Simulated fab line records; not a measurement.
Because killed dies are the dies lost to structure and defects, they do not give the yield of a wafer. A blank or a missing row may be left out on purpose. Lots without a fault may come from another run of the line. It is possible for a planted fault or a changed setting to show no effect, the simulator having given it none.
Split-lot study    flow n5-finfet    39 wafers read from 7 lots, route of 1938 steps

SPLIT DETAILS
At N5_MOL_CONTACT_COAG_SPUTTER_130 (material Co, target thk 47.5 nm), the setting power-w was moved away from the recipe's 3000 W on 9 of the 39 wafers read, by +5.7% to +15.7%. For the rest of the wafers, this setting stayed at what the recipe calls for.

Reading taken at the split's own step.

THE READING
Co_of_MOL_CONTACT_COAG_SPUTTER_130.thk-nm (the simulator's own value, which no gauge read), in nm, at N5_MOL_CONTACT_COAG_SPUTTER_130 (material Co, target thk 47.5 nm). No usual value for it is given in the file. Average 47.7 nm, standard deviation 0.44 nm, over the 30 wafers here run with the recipe.

wafer   tool, chamber at the split  power-w as run, W  against the recipe  Co_of_MOL_CONTACT_COAG_SPUTTER_130.thk-nm, nm  against lot-mates on the recipe
L074.1  pvd-sputter-01, -           3000               recipe              47.8                                           -
L074.2  pvd-sputter-01, -           3000               recipe              47.8                                           -
L074.3  pvd-sputter-01, -           3000               recipe              48.6                                           -
L074.4  pvd-sputter-01, -           3000               recipe              47.6                                           -
L074.5  pvd-sputter-01, -           3000               recipe              48.4                                           -
L074.6  pvd-sputter-01, -           3000               recipe              48.8                                           -
L077.1  pvd-sputter-01, -           3000               recipe              47.8                                           -
L077.2  pvd-sputter-01, -           3472               +15.7%              55.8                                           +7.8
L077.3  pvd-sputter-01, -           3472               +15.7%              56.4                                           +8.4
L077.4  pvd-sputter-01, -           3000               recipe              48.2                                           -
L077.5  pvd-sputter-01, -           3472               +15.7%              55.4                                           +7.4
L077.6  pvd-sputter-01, -           3000               recipe              48                                             -
L079.1  pvd-sputter-03, -           3000               recipe              47.4                                           -
L079.4  pvd-sputter-03, -           3000               recipe              47.4                                           -
L079.2  pvd-sputter-03, -           3000               recipe              47.6                                           -
L079.3  pvd-sputter-03, -           3000               recipe              47.6                                           -
L079.5  pvd-sputter-03, -           3000               recipe              47.8                                           -
L079.6  pvd-sputter-03, -           3000               recipe              47.8                                           -
L081.1  pvd-sputter-02, -           3000               recipe              47.6                                           -
L081.2  pvd-sputter-02, -           3425               +14.2%              54.8                                           +7.5
L081.3  pvd-sputter-02, -           3000               recipe              47.4                                           -
L081.4  pvd-sputter-02, -           3000               recipe              46.8                                           -
L081.5  pvd-sputter-02, -           3425               +14.2%              54.6                                           +7.3
L081.6  pvd-sputter-02, -           3425               +14.2%              53.8                                           +6.5
L084.1  pvd-sputter-02, -           3000               recipe              47.2                                           -
L084.3  pvd-sputter-02, -           3000               recipe              47.2                                           -
L084.2  pvd-sputter-02, -           3000               recipe              48.2                                           -
L084.4  pvd-sputter-02, -           3000               recipe              47.8                                           -
L084.5  pvd-sputter-02, -           3000               recipe              48                                             -
L084.6  pvd-sputter-02, -           3000               recipe              48                                             -
L087.2  pvd-sputter-02, -           3000               recipe              47.6                                           -
L087.4  pvd-sputter-02, -           3000               recipe              47                                             -
L087.6  pvd-sputter-02, -           3000               recipe              47.2                                           -
L094.1  pvd-sputter-02, -           3000               recipe              48                                             -
L094.6  pvd-sputter-02, -           3000               recipe              48                                             -
L094.2  pvd-sputter-02, -           3170               +5.7%               51.2                                           +3.3
L094.3  pvd-sputter-02, -           3170               +5.7%               50.8                                           +2.9
L094.4  pvd-sputter-02, -           3170               +5.7%               50.6                                           +2.7
L094.5  pvd-sputter-02, -           3000               recipe              47.8                                           -

FIT RESULTS
A straight line over all 39 wafers: Co_of_MOL_CONTACT_COAG_SPUTTER_130.thk-nm changes by +0.498 nm for each +1% of power-w; r = +0.99; the points scatter about the line by 0.47 nm.
The same after taking each lot's own level away (the mean of its wafers on the recipe; 39 wafers): +0.502 nm for each +1%; r = +0.99; scatter 0.34 nm.
According to that fit, moving power-w by its largest amount changes the reading by 7.9 nm.
From 47.27 to 48.17 nm: that is the span of the lots' own levels, equal to 2.0 times the standard deviation above.
Consequently the slope shifts little with the lot-to-lot level, the two slopes agreeing.
Check: with one of the wafers moved furthest among these (+15.7%) left out of the fit, the line predicts +7.93 nm for it against its lot-mates. It came out at +7.8 nm against them.

FURTHER SPLITS ON THESE WAFERS
Before the reading, these wafers also passed through other splits. Each is held against what the fit with the lots' levels taken away leaves over:
other split on the same wafers         wafers away from the commonest value  r with Co_of_MOL_CONTACT_COAG_SPUTTER_130.thk-nm (lot level and that fit taken away)
N5_WELL_APT_IMPLANT_32 energy-kev      15                                    -0.10
N5_FIN_SAQP_SPACER1_ALD_24 ald-cycles  12                                    +0.06
N5_FIN_SAQP_ETCH_64 bias-w             15                                    +0.16
N5_FIN_CUT_ETCH_21 time-s              15                                    +0.20
N5_SD_EPI_N_ETCH_16 target-depth-a     15                                    -0.07
N5_GATE_CUT_CUT_ETCH_54 bias-w         15                                    -0.05

FILE'S OWN FIT
Co_of_MOL_CONTACT_COAG_SPUTTER_130.thk-nm changes by +0.503 nm for each +1% of power-w, r = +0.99.
